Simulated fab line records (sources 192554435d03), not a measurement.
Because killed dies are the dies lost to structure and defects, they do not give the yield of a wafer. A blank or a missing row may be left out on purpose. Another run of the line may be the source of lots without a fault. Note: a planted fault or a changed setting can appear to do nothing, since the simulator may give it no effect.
Matching of chambers    flow n5_finfet    N5_BEOL_M0_SAQP_SPACER1_ALD_98 on ald_sin-03 has 4 sister chambers
The step deposits SiO2, target thk 12.8 nm, pulse time 1 s, purge time 2 s. 4 wafers are shown with their chamber, then 9 later ones without.

== WAFERS PAIRED WITH THEIR CHAMBERS ==
wafer   chamber  heater_power_outer_w (W)
L082.2  3        264
L090.1  0        252
L090.3  2        298
L090.6  1        237

== WAFERS WITH NO CHAMBER GIVEN ==
wafer   heater_power_outer_w (W)
L092.3  292
L092.4  239
L092.6  300
L093.1  256
L093.3  252
L093.4  259
L097.3  246
L097.4  252
L097.5  259

== EACH ONE'S CHAMBER ==
wafer    from the rows above       in truth
L092.3   2                         2
L092.4   1                         1
L092.6   2                         2
L093.1   can't be placed: 0 or 3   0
L093.3   0                         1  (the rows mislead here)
L093.4   can't be placed: 3 or 0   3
L097.3   can't be placed: 0 or 1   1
L097.4   0                         0
L097.5   can't be placed: 3 or 0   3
Correctly placed: 4 of 9. Cannot be placed on the basis of these rows: 4; the candidates contain the true chamber in 4. Number placed wrongly: 1.
How it was worked out, from the rows above alone: a wafer's distance from a chamber is the root of the sum, over the readings, of the square of ((its reading less the chamber's mean) divided by the reading's scatter). If the next closest chamber is less than 2 further off than the closest, the wafer can't be placed; otherwise it belongs to the closest. Each chamber's mean is taken over the wafers shown for it. The scatter (one wafer shown for each chamber): square how far every hidden wafer sits from the nearest shown wafer, average those squares and take the square root.
